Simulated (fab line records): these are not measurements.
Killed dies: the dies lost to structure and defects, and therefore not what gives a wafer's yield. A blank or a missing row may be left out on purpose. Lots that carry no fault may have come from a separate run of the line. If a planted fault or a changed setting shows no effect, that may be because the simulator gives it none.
Chamber matching + flow n5Finfet + N5_BEOL_M10_STRIP_67 on rieDiel-04: 4 sister chambers
The step strips in CF4. 20 wafers are shown with their chamber, then 10 later ones without.

WAFERS, EACH WITH ITS CHAMBER
| wafer  | chamber | throttleValvePct (%) | oesProductAu (a.u.) | showerheadPlenumPTorr (Torr) |
|--------|---------|----------------------|---------------------|------------------------------|
| L078.1 | 0       | 13.50                | 0.89                | 1.77                         |
| L078.4 | 1       | 13.44                | 0.86                | 1.80                         |
| L078.6 | 0       | 13.51                | 0.89                | 1.77                         |
| L079.2 | 1       | 13.46                | 0.86                | 1.80                         |
| L079.3 | 3       | 13.20                | 0.95                | 1.83                         |
| L079.4 | 2       | 13.63                | 0.74                | 1.81                         |
| L080.2 | 1       | 13.48                | 0.85                | 1.79                         |
| L080.4 | 3       | 13.23                | 0.93                | 1.82                         |
| L080.5 | 0       | 13.53                | 0.88                | 1.76                         |
| L082.1 | 2       | 13.65                | 0.74                | 1.81                         |
| L082.3 | 0       | 13.53                | 0.87                | 1.76                         |
| L082.6 | 3       | 13.23                | 0.92                | 1.82                         |
| L085.2 | 2       | 13.65                | 0.74                | 1.81                         |
| L085.3 | 0       | 13.51                | 0.87                | 1.76                         |
| L085.6 | 3       | 13.25                | 0.92                | 1.82                         |
| L086.3 | 0       | 13.52                | 0.87                | 1.76                         |
| L086.5 | 1       | 13.47                | 0.84                | 1.79                         |
| L086.6 | 2       | 13.63                | 0.73                | 1.81                         |
| L089.1 | 0       | 13.54                | 0.86                | 1.76                         |
| L089.2 | 3       | 13.28                | 0.90                | 1.82                         |

SIGNATURES (averages over the wafers above)
| reading               | chamber 0 | chamber 1 | chamber 2 | chamber 3 | scatter within a chamber |
|-----------------------|-----------|-----------|-----------|-----------|--------------------------|
| throttleValvePct      | 13.5200   | 13.4625   | 13.6400   | 13.2380   | 0.0193                   |
| oesProductAu          | 0.8757    | 0.8525    | 0.7375    | 0.9240    | 0.0124                   |
| showerheadPlenumPTorr | 1.7629    | 1.7950    | 1.8100    | 1.8220    | 0.00449                  |
Rule: for a wafer and a chamber, the distance is found by dividing, reading by reading, the gap between the wafer's reading and the chamber's mean by the reading's scatter, squaring, summing and taking the root. If the next closest chamber is less than 2 further off than the closest, the wafer can't be placed; otherwise it belongs to the closest. The scatter is the square root of a quotient: the sum, over the shown wafers, of each reading's squared deviation from its chamber's mean, divided by wafers minus chambers.

WAFERS WHOSE CHAMBER IS MISSING
| wafer  | throttleValvePct (%) | oesProductAu (a.u.) | showerheadPlenumPTorr (Torr) |
|--------|----------------------|---------------------|------------------------------|
| L089.5 | 13.26                | 0.90                | 1.82                         |
| L091.3 | 13.50                | 0.83                | 1.79                         |
| L091.4 | 13.54                | 0.87                | 1.76                         |
| L091.6 | 13.55                | 0.86                | 1.76                         |
| L087.1 | 13.25                | 0.89                | 1.82                         |
| L087.2 | 13.54                | 0.86                | 1.76                         |
| L087.6 | 13.28                | 0.88                | 1.82                         |
| L095.1 | 13.70                | 0.72                | 1.80                         |
| L095.3 | 13.53                | 0.81                | 1.79                         |
| L095.6 | 13.54                | 0.82                | 1.79                         |

EACH ONE'S CHAMBER
| wafer  | from the rows above | in truth |
|--------|---------------------|----------|
| L089.5 | 3                   | 3        |
| L091.3 | 1                   | 1        |
| L091.4 | 0                   | 0        |
| L091.6 | 0                   | 0        |
| L087.1 | 3                   | 3        |
| L087.2 | 0                   | 0        |
| L087.6 | 3                   | 3        |
| L095.1 | 2                   | 2        |
| L095.3 | 1                   | 1        |
| L095.6 | 1                   | 1        |
Placed correctly: 10 of 10. Number that these rows cannot place: 0. Number placed wrongly: 0.
